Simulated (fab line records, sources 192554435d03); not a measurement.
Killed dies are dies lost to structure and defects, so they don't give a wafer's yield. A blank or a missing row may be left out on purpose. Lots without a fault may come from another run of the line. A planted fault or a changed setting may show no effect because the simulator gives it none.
Chamber matching | flow n5_finfet | N5_SDB_STRIP_21 on rie_diel-02: 4 sister chambers
The step strips in CF4. 7 wafers are shown with their chamber, then 8 later ones without.

WAFERS WITH THEIR CHAMBER
wafer  | chamber | drypump_motor_current_A (A) | oes_product_au (a.u.)
L080.5 | 1       | 5.5                         | 0.94
L083.2 | 0       | 5.1                         | 0.89
L083.6 | 2       | 6.2                         | 0.81
L086.1 | 2       | 6.2                         | 0.80
L086.3 | 3       | 6.0                         | 0.70
L086.5 | 3       | 5.9                         | 0.71
L088.1 | 0       | 5.0                         | 0.87

WAFERS WITHOUT THEIR CHAMBER
wafer  | drypump_motor_current_A (A) | oes_product_au (a.u.)
L088.3 | 6.3                         | 0.79
L088.4 | 5.9                         | 0.70
L090.2 | 5.5                         | 0.87
L090.3 | 5.9                         | 0.70
L090.5 | 6.0                         | 0.70
L094.1 | 5.5                         | 0.86
L094.5 | 6.3                         | 0.78
L094.6 | 5.9                         | 0.69

WHICH CHAMBER EACH WENT THROUGH
wafer  | from the rows above     | in truth
L088.3 | 2                       | 2
L088.4 | 3                       | 3
L090.2 | can't be placed: 1 or 0 | 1
L090.3 | 3                       | 3
L090.5 | 3                       | 3
L094.1 | can't be placed: 1 or 0 | 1
L094.5 | 2                       | 2
L094.6 | 3                       | 3
Placed correctly: 6 of 8. Can't be placed from these rows: 2 (the true chamber is among the candidates in 2). Placed wrongly: 0.
How it was worked out, from the rows above alone: a wafer's distance from a chamber is the root of the sum, over the readings, of the square of ((its reading less the chamber's mean) divided by the reading's scatter). The wafer belongs to the nearest chamber; if the next one is less than 2 further off, it can't be placed. A chamber's mean is the mean of its shown wafers. The scatter: the root of (the sum of the squares of (reading less its chamber's mean) over the shown wafers, divided by (wafers less chambers)).
